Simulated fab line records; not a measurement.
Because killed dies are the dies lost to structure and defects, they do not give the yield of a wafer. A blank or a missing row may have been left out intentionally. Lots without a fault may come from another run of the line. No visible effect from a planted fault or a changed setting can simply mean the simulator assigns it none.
fab line records :: flow nandHarc :: part 2 of 2: steps 19 to 32 of 32
record:
  lots: 5
  wafers: 15
  lastDay: 29
route steps=1302 shown A_SGD_CUT@905 A_SLIT@922
lots that met no fault: taken from a fault-free run of the same line
startH: start of the lot's first displayed wafer, in hours after the record's first day :: waitH: hours since the lot's step before :: " unchanged from the row above :: L1.1+2: a row that stands for several wafers :: - no value, or no start was given :: * or withheld: withheld :: < > ~ a bound
route shown NAME@n: a module of which the file shows steps, and the number in the route of the first :: usual: average and standard deviation across the fault-free wafers :: same: alike in all rows :: chamber/n: place in a boat :: sites: per-site readings :: _std_site: how widely they spread, as a standard deviation :: _edge_site: outer sites' mean less inner sites' :: radiusMm: for every site, how far away it sits from the centre of the wafer :: mask NAME#n: copy n :: behind: tool/chamber where the wafer was last shaped :: hold: cause of the lot's hold/its duration in hours/its outcome :: device: transistor that didn't switch, given as n, p or np :: end of line: the same wafers' tests at the end of the route :: a step without rows: its recipe alone :: killed: at the first sort, the dies lost to defects and structure; wafer yield is something else :: map: dies across one wafer; x = killed, . = not, _ = none there
set.NAME: the run value of the setting; set.NAME@STEP: its run value at that earlier step :: model.NAME: the simulator's own value behind a step, which no gauge read
lots seen at some steps along the route; tables by step, rows by wafer
services: a tool's chamber out of use, with start hour (startH, from the record's first day; less than 0 if before it), hours out, and reason
== steps ==
step: NHARC_A_SLIT_DEP_00
recipe:
  targetThkA: 62000
  tempC: 400
  material: aC
usual:
  throttleValvePct: 34.999/0.0091
lot.wafer: L077.1
tool: aclDep-03
chamber: 0
startH: 472.07
waitH: 0.3
throttleValvePct: 35.012

lot.wafer: L077.5
tool: aclDep-03
chamber: 0
startH: 474.58
waitH: 2.6
throttleValvePct: 34.997

lot.wafer: L077.6
tool: aclDep-03
chamber: 0
startH: 474.58
waitH: 2.6
throttleValvePct: 34.982

lot.wafer: L078.2
tool: aclDep-01
chamber: 0
startH: 472.53
waitH: -
throttleValvePct: 35.004

lot.wafer: L078.4
tool: aclDep-01
chamber: 0
startH: 473.79
waitH: -
throttleValvePct: 34.997

lot.wafer: L078.5
tool: aclDep-01
chamber: 0
startH: 473.79
waitH: -
throttleValvePct: 35.004

lot.wafer: L081.2
tool: aclDep-01
chamber: 0
startH: 531.16
waitH: 2.3
throttleValvePct: 34.995

lot.wafer: L081.3
tool: aclDep-01
chamber: 0
startH: 531.16
waitH: 2.3
throttleValvePct: 34.988

lot.wafer: L081.6
tool: aclDep-01
chamber: 0
startH: 533.66
waitH: 4.7
throttleValvePct: 34.996

lot.wafer: L085.3
tool: aclDep-03
chamber: 0
startH: 562.26
waitH: -
throttleValvePct: 34.998

lot.wafer: L085.5
tool: aclDep-03
chamber: 0
startH: 563.50
waitH: -
throttleValvePct: 35.002

lot.wafer: L085.6
tool: aclDep-03
chamber: 0
startH: 563.50
waitH: -
throttleValvePct: 35.002

lot.wafer: L090.1
tool: aclDep-02
chamber: 0
startH: 583.60
waitH: -
throttleValvePct: 35.003

lot.wafer: L090.4
tool: aclDep-02
chamber: 0
startH: 585.49
waitH: -
throttleValvePct: 35.008

lot.wafer: L090.6
tool: aclDep-02
chamber: 0
startH: 586.75
waitH: -
throttleValvePct: 35.003
step: NHARC_A_SLIT_DEP_23
recipe:
  targetThkA: 1000
  targetThkNm: 100
  tempC: 400
  pressureTorr: 3.5
  flowSccm: 200
  rfW: 350
  material: SiON
usual:
  heaterPowerW: 718/72
lot.wafer: L078.2
tool: pecvd-01
chamber: 1
startH: 475.70
waitH: 2.5
heaterPowerW: 645

lot.wafer: L078.5
tool: pecvd-01
chamber: 2
startH: 475.70
waitH: 2.5
heaterPowerW: 766

lot.wafer: L078.4
tool: pecvd-01
chamber: 0
startH: 475.70
waitH: 2.5
heaterPowerW: 617

lot.wafer: L077.1
tool: pecvd-04
chamber: 2
startH: 475.85
waitH: 3.2
heaterPowerW: 622

lot.wafer: L077.5
tool: pecvd-04
chamber: 2
startH: 475.85
waitH: 3.2
heaterPowerW: 648

lot.wafer: L077.6
tool: pecvd-04
chamber: 0
startH: 475.85
waitH: 3.2
heaterPowerW: 593

lot.wafer: L081.3
tool: pecvd-04
chamber: 0
startH: 534.34
waitH: 1.9
heaterPowerW: 621

lot.wafer: L081.2
tool: pecvd-04
chamber: 1
startH: 534.34
waitH: 1.9
heaterPowerW: 935

lot.wafer: L081.6
tool: pecvd-04
chamber: 1
startH: 534.34
waitH: 1.9
heaterPowerW: 930

lot.wafer: L085.3
tool: pecvd-01
chamber: 0
startH: 564.78
waitH: 1.9
heaterPowerW: 612

lot.wafer: L085.6
tool: pecvd-01
chamber: 0
startH: 564.78
waitH: 1.9
heaterPowerW: 620

lot.wafer: L085.5
tool: pecvd-01
chamber: 1
startH: 564.78
waitH: 1.9
heaterPowerW: 750

lot.wafer: L090.1
tool: pecvd-02
chamber: 0
startH: 587.46
waitH: 3.2
heaterPowerW: 674

lot.wafer: L090.6
tool: pecvd-02
chamber: 2
startH: 587.46
waitH: 3.2
heaterPowerW: 762

lot.wafer: L090.4
tool: pecvd-02
chamber: 0
startH: 587.46
waitH: 3.2
heaterPowerW: 663
step: NHARC_A_SLIT_DEHYDRATE_01
recipe:
  tempC: 150
  timeS: 120
lot.wafer: L078.2+4+5
tool: lithoTrack-04
chamber: 0
startH: 475.97
waitH: 0.2

lot.wafer: L077.1+5+6
tool: lithoTrack-06
chamber: 0
startH: 476.21
waitH: 0.3

lot.wafer: L081.2+3+6
tool: lithoTrack-04
chamber: 0
startH: 534.58
waitH: 0.2

lot.wafer: L085.3+5+6
tool: lithoTrack-01
chamber: 0
startH: 565.02
waitH: 0.2

lot.wafer: L090.1+4+6
tool: lithoTrack-01
chamber: 0
startH: 587.67
waitH: 0.2
step: NHARC_A_SLIT_HMDS_02
recipe:
  timeS: 30
lot.wafer: L078.2+4+5
tool: lithoTrack-04
chamber: 0
startH: -
waitH: -

lot.wafer: L077.1+5+6
tool: lithoTrack-06
chamber: 0
startH: -
waitH: -

lot.wafer: L081.2+3+6
tool: lithoTrack-04
chamber: 0
startH: -
waitH: -

lot.wafer: L085.3+5+6
tool: lithoTrack-01
chamber: 0
startH: -
waitH: -

lot.wafer: L090.1+4+6
tool: lithoTrack-01
chamber: 0
startH: -
waitH: -
step: NHARC_A_SLIT_COAT_03
recipe:
  spinRpm: 1500
  resistThkNm: 90
lot.wafer: L078.2+4+5
tool: lithoTrack-04
chamber: 0
startH: -
waitH: -

lot.wafer: L077.1+5+6
tool: lithoTrack-06
chamber: 0
startH: -
waitH: -

lot.wafer: L081.2+3+6
tool: lithoTrack-04
chamber: 0
startH: -
waitH: -

lot.wafer: L085.3+5+6
tool: lithoTrack-01
chamber: 0
startH: -
waitH: -

lot.wafer: L090.1+4+6
tool: lithoTrack-01
chamber: 0
startH: -
waitH: -
step: NHARC_A_SLIT_SOFTBAKE_04
recipe:
  tempC: 105
  timeS: 55
lot.wafer: L078.2+4+5
tool: lithoTrack-04
chamber: 0
startH: -
waitH: -

lot.wafer: L077.1+5+6
tool: lithoTrack-06
chamber: 0
startH: -
waitH: -

lot.wafer: L081.2+3+6
tool: lithoTrack-04
chamber: 0
startH: -
waitH: -

lot.wafer: L085.3+5+6
tool: lithoTrack-01
chamber: 0
startH: -
waitH: -

lot.wafer: L090.1+4+6
tool: lithoTrack-01
chamber: 0
startH: -
waitH: -
step: NHARC_A_SLIT_EBR_05
lot.wafer: L078.2+4+5
tool: lithoTrack-04
chamber: 0
startH: -
waitH: -

lot.wafer: L077.1+5+6
tool: lithoTrack-06
chamber: 0
startH: -
waitH: -

lot.wafer: L081.2+3+6
tool: lithoTrack-04
chamber: 0
startH: -
waitH: -

lot.wafer: L085.3+5+6
tool: lithoTrack-01
chamber: 0
startH: -
waitH: -

lot.wafer: L090.1+4+6
tool: lithoTrack-01
chamber: 0
startH: -
waitH: -
step: NHARC_A_SLIT_EXPOSE_06
recipe:
  na: 1.35
  doseMj: 60.82
  maskId: SLIT
usual:
  focusOffsetNm: 0.0/0.48
lot.wafer: L078.2
tool: arfiScanner-03
chamber: 0
startH: 476.13
waitH: -
mask: SLIT#0
focusOffsetNm: -0.2

lot.wafer: L078.4
tool: arfiScanner-03
chamber: 0
startH: 476.13
waitH: -
mask: SLIT#0
focusOffsetNm: 0.4

lot.wafer: L078.5
tool: arfiScanner-03
chamber: 0
startH: 476.13
waitH: -
mask: SLIT#0
focusOffsetNm: 0.6

lot.wafer: L077.1
tool: arfiScanner-02
chamber: 0
startH: 476.48
waitH: -
mask: SLIT#0
focusOffsetNm: -0.3

lot.wafer: L077.5
tool: arfiScanner-02
chamber: 0
startH: 476.48
waitH: -
mask: SLIT#0
focusOffsetNm: -0.3

lot.wafer: L077.6
tool: arfiScanner-02
chamber: 0
startH: 476.48
waitH: -
mask: SLIT#0
focusOffsetNm: -0.2

lot.wafer: L081.2
tool: arfiScanner-02
chamber: 0
startH: 534.86
waitH: -
mask: SLIT#0
focusOffsetNm: -0.2

lot.wafer: L081.3
tool: arfiScanner-02
chamber: 0
startH: 534.86
waitH: -
mask: SLIT#0
focusOffsetNm: 0.1

lot.wafer: L081.6
tool: arfiScanner-02
chamber: 0
startH: 534.86
waitH: -
mask: SLIT#0
focusOffsetNm: -0.4

lot.wafer: L085.3
tool: arfiScanner-02
chamber: 0
startH: 565.30
waitH: -
mask: SLIT#0
focusOffsetNm: -0.8

lot.wafer: L085.5
tool: arfiScanner-02
chamber: 0
startH: 565.30
waitH: -
mask: SLIT#0
focusOffsetNm: -0.7

lot.wafer: L085.6
tool: arfiScanner-02
chamber: 0
startH: 565.30
waitH: -
mask: SLIT#0
focusOffsetNm: -1.2

lot.wafer: L090.1
tool: arfiScanner-02
chamber: 0
startH: 587.94
waitH: -
mask: SLIT#0
focusOffsetNm: 0.2

lot.wafer: L090.4
tool: arfiScanner-02
chamber: 0
startH: 587.94
waitH: -
mask: SLIT#0
focusOffsetNm: -0.1

lot.wafer: L090.6
tool: arfiScanner-02
chamber: 0
startH: 587.94
waitH: -
mask: SLIT#0
focusOffsetNm: 0.9
step: NHARC_A_SLIT_PEB_07
recipe:
  pebTempC: 100
  pebTimeS: 65
lot.wafer: L078.2+4+5
tool: lithoTrack-01
chamber: 0
startH: 476.18
waitH: 0.1

lot.wafer: L077.1+5+6
tool: lithoTrack-06
chamber: 0
startH: 476.54
waitH: 0.1

lot.wafer: L081.2+3+6
tool: lithoTrack-04
chamber: 0
startH: 534.91
waitH: 0.1

lot.wafer: L085.3+5+6
tool: lithoTrack-06
chamber: 0
startH: 565.35
waitH: 0.0

lot.wafer: L090.1+4+6
tool: lithoTrack-06
chamber: 0
startH: 588.00
waitH: 0.1
step: NHARC_A_SLIT_DEVELOP_08
recipe:
  developTimeS: 35
  devTempC: 23
lot.wafer: L078.2+4+5
tool: lithoTrack-01
chamber: 0
startH: -
waitH: -

lot.wafer: L077.1+5+6
tool: lithoTrack-06
chamber: 0
startH: -
waitH: -

lot.wafer: L081.2+3+6
tool: lithoTrack-04
chamber: 0
startH: -
waitH: -

lot.wafer: L085.3+5+6
tool: lithoTrack-06
chamber: 0
startH: -
waitH: -

lot.wafer: L090.1+4+6
tool: lithoTrack-06
chamber: 0
startH: -
waitH: -
step: NHARC_A_SLIT_CD_MEAS_09
recipe:
  targetCdNm: 300
  landingEnergyEv: 500
usual:
  cdNm: 300.1/0.47
lot.wafer: L078.2
tool: cdSem-01
chamber: 0
startH: 476.26
waitH: -
cdNm: 299.3

lot.wafer: L078.4
tool: cdSem-01
chamber: 0
startH: 476.26
waitH: -
cdNm: 299.9

lot.wafer: L078.5
tool: cdSem-01
chamber: 0
startH: 476.26
waitH: -
cdNm: 299.6

lot.wafer: L077.1
tool: cdSem-01
chamber: 0
startH: 476.62
waitH: -
cdNm: 300.7

lot.wafer: L077.5
tool: cdSem-01
chamber: 0
startH: 476.62
waitH: -
cdNm: 300.7

lot.wafer: L077.6
tool: cdSem-01
chamber: 0
startH: 476.62
waitH: -
cdNm: 300.4

lot.wafer: L081.2
tool: cdSem-01
chamber: 0
startH: 534.99
waitH: -
cdNm: 300.7

lot.wafer: L081.3
tool: cdSem-01
chamber: 0
startH: 534.99
waitH: -
cdNm: 299.8

lot.wafer: L081.6
tool: cdSem-01
chamber: 0
startH: 534.99
waitH: -
cdNm: 300.8

lot.wafer: L085.3
tool: cdSem-02
chamber: 0
startH: 565.43
waitH: -
cdNm: 299.9

lot.wafer: L085.5
tool: cdSem-02
chamber: 0
startH: 565.43
waitH: -
cdNm: 299.5

lot.wafer: L085.6
tool: cdSem-02
chamber: 0
startH: 565.43
waitH: -
cdNm: 299.6

lot.wafer: L090.1
tool: cdSem-01
chamber: 0
startH: 588.08
waitH: -
cdNm: 299.7

lot.wafer: L090.4
tool: cdSem-01
chamber: 0
startH: 588.08
waitH: -
cdNm: 300.0

lot.wafer: L090.6
tool: cdSem-01
chamber: 0
startH: 588.08
waitH: -
cdNm: 299.5
step: NHARC_A_SLIT_OVL_MEAS_10
usual:
  overlayXNm: 0.0/0.6
  overlayYNm: 0.1/0.73
lot.wafer: L078.2
tool: overlay-01
chamber: -
startH: 476.35
waitH: -
overlayXNm: -0.2
overlayYNm: 0.8

lot.wafer: L078.4
tool: overlay-01
chamber: -
startH: 476.35
waitH: -
overlayXNm: 0.4
overlayYNm: 0.2

lot.wafer: L078.5
tool: overlay-01
chamber: -
startH: 476.35
waitH: -
overlayXNm: 0.0
overlayYNm: 0.0

lot.wafer: L077.1
tool: overlay-01
chamber: -
startH: 476.71
waitH: -
overlayXNm: -0.5
overlayYNm: 0.9

lot.wafer: L077.5
tool: overlay-01
chamber: -
startH: 476.71
waitH: -
overlayXNm: 0.0
overlayYNm: 1.2

lot.wafer: L077.6
tool: overlay-01
chamber: -
startH: 476.71
waitH: -
overlayXNm: -0.5
overlayYNm: 1.6

lot.wafer: L081.2
tool: overlay-01
chamber: -
startH: 535.08
waitH: -
overlayXNm: -0.9
overlayYNm: -0.2

lot.wafer: L081.3
tool: overlay-01
chamber: -
startH: 535.08
waitH: -
overlayXNm: -0.1
overlayYNm: 0.0

lot.wafer: L081.6
tool: overlay-01
chamber: -
startH: 535.08
waitH: -
overlayXNm: -0.2
overlayYNm: 0.0

lot.wafer: L085.3
tool: overlay-02
chamber: -
startH: 565.52
waitH: -
overlayXNm: 0.4
overlayYNm: -0.6

lot.wafer: L085.5
tool: overlay-02
chamber: -
startH: 565.52
waitH: -
overlayXNm: -0.2
overlayYNm: -0.4

lot.wafer: L085.6
tool: overlay-02
chamber: -
startH: 565.52
waitH: -
overlayXNm: 0.0
overlayYNm: -0.3

lot.wafer: L090.1
tool: overlay-01
chamber: -
startH: 588.17
waitH: -
overlayXNm: 0.7
overlayYNm: -0.5

lot.wafer: L090.4
tool: overlay-01
chamber: -
startH: 588.17
waitH: -
overlayXNm: 0.8
overlayYNm: -1.0

lot.wafer: L090.6
tool: overlay-01
chamber: -
startH: 588.17
waitH: -
overlayXNm: 0.4
overlayYNm: -0.7
step: NHARC_A_SLIT_INSPECT_11
usual:
  rawDefectCount: 51/25
lot.wafer: L078.2
tool: defectInspect-02
chamber: -
startH: 476.39
waitH: 0.0
rawDefectCount: 56

lot.wafer: L078.4
tool: defectInspect-02
chamber: -
startH: 476.39
waitH: 0.0
rawDefectCount: 68

lot.wafer: L078.5
tool: defectInspect-02
chamber: -
startH: 476.39
waitH: 0.0
rawDefectCount: 56

lot.wafer: L077.1
tool: defectInspect-02
chamber: -
startH: 476.74
waitH: 0.0
rawDefectCount: 19

lot.wafer: L077.5
tool: defectInspect-02
chamber: -
startH: 476.74
waitH: 0.0
rawDefectCount: 13

lot.wafer: L077.6
tool: defectInspect-02
chamber: -
startH: 476.74
waitH: 0.0
rawDefectCount: 23

lot.wafer: L081.2
tool: defectInspect-02
chamber: -
startH: 535.12
waitH: 0.0
rawDefectCount: 84

lot.wafer: L081.3
tool: defectInspect-02
chamber: -
startH: 535.12
waitH: 0.0
rawDefectCount: 93

lot.wafer: L081.6
tool: defectInspect-02
chamber: -
startH: 535.12
waitH: 0.0
rawDefectCount: 72

lot.wafer: L085.3
tool: defectInspect-02
chamber: -
startH: 565.56
waitH: 0.0
rawDefectCount: 19

lot.wafer: L085.5
tool: defectInspect-02
chamber: -
startH: 565.56
waitH: 0.0
rawDefectCount: 17

lot.wafer: L085.6
tool: defectInspect-02
chamber: -
startH: 565.56
waitH: 0.0
rawDefectCount: 21

lot.wafer: L090.1
tool: defectInspect-01
chamber: -
startH: 588.21
waitH: 0.0
rawDefectCount: 65

lot.wafer: L090.4
tool: defectInspect-01
chamber: -
startH: 588.21
waitH: 0.0
rawDefectCount: 47

lot.wafer: L090.6
tool: defectInspect-01
chamber: -
startH: 588.21
waitH: 0.0
rawDefectCount: 49
step: NHARC_A_SLIT_DESCUM_14
recipe:
  timeS: 3
  o2FlowSccm: 200
  arFlowSccm: 0
  biasPowerW: 0
  chemistry: O2
usual:
  drypumpMotorCurrentA: 5.8/0.36
  mfcArSccm: 0.014/0.013
  oesProductAu: 1.000/0.0098
  rfVppV: 57.8/0.9
  showerheadPlenumPTorr: 1.93/0.075
  throttleValvePct: 11.311/0.009
lot.wafer: L078.2
tool: rieDiel-10
chamber: 2
startH: 476.45
waitH: 0.1
drypumpMotorCurrentA: 5.8
mfcArSccm: 0
oesProductAu: 0.999
rfHoursCounterH: 2.0
rfVppV: 58.7
showerheadPlenumPTorr: 2.03
throttleValvePct: 11.303

lot.wafer: L078.4
tool: rieDiel-10
chamber: 0
startH: 476.45
waitH: 0.1
drypumpMotorCurrentA: 5.5
mfcArSccm: 0.031
oesProductAu: 1.000
rfHoursCounterH: 1.9
rfVppV: 56.3
showerheadPlenumPTorr: 1.90
throttleValvePct: 11.310

lot.wafer: L078.5
tool: rieDiel-10
chamber: 2
startH: 476.45
waitH: 0.1
drypumpMotorCurrentA: 5.8
mfcArSccm: 0
oesProductAu: 0.996
rfHoursCounterH: -
rfVppV: 59.6
showerheadPlenumPTorr: 2.03
throttleValvePct: 11.304

lot.wafer: L077.1
tool: rieDiel-03
chamber: 1
startH: 476.82
waitH: 0.1
drypumpMotorCurrentA: 5.3
mfcArSccm: 0.035
oesProductAu: 1.006
rfHoursCounterH: 0.0
rfVppV: 56.9
showerheadPlenumPTorr: 1.84
throttleValvePct: 11.314

lot.wafer: L077.5
tool: rieDiel-03
chamber: 3
startH: 476.82
waitH: 0.1
drypumpMotorCurrentA: 5.6
mfcArSccm: 0
oesProductAu: 1.002
rfHoursCounterH: -
rfVppV: 57.3
showerheadPlenumPTorr: 1.92
throttleValvePct: 11.330

lot.wafer: L077.6
tool: rieDiel-03
chamber: 0
startH: 476.82
waitH: 0.1
drypumpMotorCurrentA: 5.9
mfcArSccm: 0.007
oesProductAu: 1.003
rfHoursCounterH: -
rfVppV: 58.4
showerheadPlenumPTorr: 2.00
throttleValvePct: 11.295

lot.wafer: L081.3
tool: rieDiel-03
chamber: 3
startH: 535.18
waitH: 0.1
drypumpMotorCurrentA: 5.5
mfcArSccm: 0
oesProductAu: 1.000
rfHoursCounterH: 1.6
rfVppV: 57.4
showerheadPlenumPTorr: 1.92
throttleValvePct: 11.310

lot.wafer: L081.2
tool: rieDiel-03
chamber: 1
startH: 535.18
waitH: 0.1
drypumpMotorCurrentA: 5.3
mfcArSccm: 0.035
oesProductAu: 0.996
rfHoursCounterH: 2.5
rfVppV: 57.6
showerheadPlenumPTorr: 1.84
throttleValvePct: 11.305

lot.wafer: L081.6
tool: rieDiel-03
chamber: 0
startH: 535.18
waitH: 0.1
drypumpMotorCurrentA: 5.9
mfcArSccm: 0.007
oesProductAu: 1.008
rfHoursCounterH: -
rfVppV: 57.3
showerheadPlenumPTorr: 2.00
throttleValvePct: 11.302

lot.wafer: L085.3
tool: rieDiel-04
chamber: 1
startH: 565.64
waitH: 0.1
drypumpMotorCurrentA: 5.9
mfcArSccm: 0.020
oesProductAu: 0.997
rfHoursCounterH: 0.8
rfVppV: 59.2
showerheadPlenumPTorr: 2.02
throttleValvePct: 11.309

lot.wafer: L085.5
tool: rieDiel-04
chamber: 2
startH: 565.64
waitH: 0.1
drypumpMotorCurrentA: 5.4
mfcArSccm: 0.014
oesProductAu: 0.990
rfHoursCounterH: -
rfVppV: 55.6
showerheadPlenumPTorr: 1.88
throttleValvePct: 11.303

lot.wafer: L085.6
tool: rieDiel-04
chamber: 3
startH: 565.64
waitH: 0.1
drypumpMotorCurrentA: 6.1
mfcArSccm: 0
oesProductAu: 1.015
rfHoursCounterH: -
rfVppV: 58.3
showerheadPlenumPTorr: 1.97
throttleValvePct: 11.315

lot.wafer: L090.4
tool: rieDiel-10
chamber: 1
startH: 588.29
waitH: 0.1
drypumpMotorCurrentA: 5.5
mfcArSccm: 0
oesProductAu: 0.992
rfHoursCounterH: 7.4
rfVppV: 57.0
showerheadPlenumPTorr: 2.04
throttleValvePct: 11.311

lot.wafer: L090.1
tool: rieDiel-10
chamber: 2
startH: 588.29
waitH: 0.1
drypumpMotorCurrentA: 5.8
mfcArSccm: 0
oesProductAu: 0.987
rfHoursCounterH: 7.7
rfVppV: 58.4
showerheadPlenumPTorr: 2.03
throttleValvePct: 11.318

lot.wafer: L090.6
tool: rieDiel-10
chamber: 3
startH: 588.29
waitH: 0.1
drypumpMotorCurrentA: 6.6
mfcArSccm: 0.022
oesProductAu: 0.991
rfHoursCounterH: -
rfVppV: 57.4
showerheadPlenumPTorr: 1.91
throttleValvePct: 11.302
== services ==
tool: rieDiel-12
chamber: -
startH: 445.40
hours: 9.0
kind: pm

tool: rieDiel-01
chamber: -
startH: 448.76
hours: 0.5
kind: repair

tool: rieDiel-12
chamber: -
startH: 458.60
hours: 0.4
kind: repair

tool: rieDiel-08
chamber: 3
startH: 472.13
hours: 5.9
kind: repair

tool: arfiScanner-02
chamber: -
startH: 490.21
hours: 0.3
kind: repair

tool: rieDiel-01
chamber: 1
startH: 491.53
hours: 8.5
kind: repair

tool: arfiScanner-02
chamber: -
startH: 501.42
hours: 4.0
kind: pm

tool: cmp-04
chamber: -
startH: 503.00
hours: 4.0
kind: pm

tool: lithoTrack-01
chamber: -
startH: 505.00
hours: 7.0
kind: pm

tool: wetBench-05
chamber: -
startH: 507.63
hours: 1.2
kind: repair

tool: arfiScanner-02
chamber: -
startH: 508.91
hours: 5.4
kind: repair

tool: wetBench-07
chamber: -
startH: 512.07
hours: 8.0
kind: pm

tool: cmp-04
chamber: -
startH: 528.55
hours: 5.5
kind: repair

tool: pecvd-02
chamber: 2
startH: 528.67
hours: 2.1
kind: repair

tool: lithoTrack-06
chamber: -
startH: 529.00
hours: 7.0
kind: pm

tool: cmp-04
chamber: -
startH: 534.11
hours: 0.3
kind: repair

tool: rieDiel-08
chamber: 0
startH: 538.92
hours: 8.0
kind: repair

tool: rieDiel-08
chamber: -
startH: 544.86
hours: 9.0
kind: pm

tool: lithoTrack-04
chamber: -
startH: 553.00
hours: 7.0
kind: pm

tool: rieDiel-01
chamber: -
startH: 557.80
hours: 9.0
kind: pm

tool: wetBench-03
chamber: -
startH: 562.40
hours: 8.0
kind: pm

tool: rieDiel-12
chamber: -
startH: 567.47
hours: 0.2
kind: repair

tool: rieDiel-08
chamber: 2
startH: 574.36
hours: 6.6
kind: repair

tool: rieDiel-08
chamber: 1
startH: 582.15
hours: 21.5
kind: repair
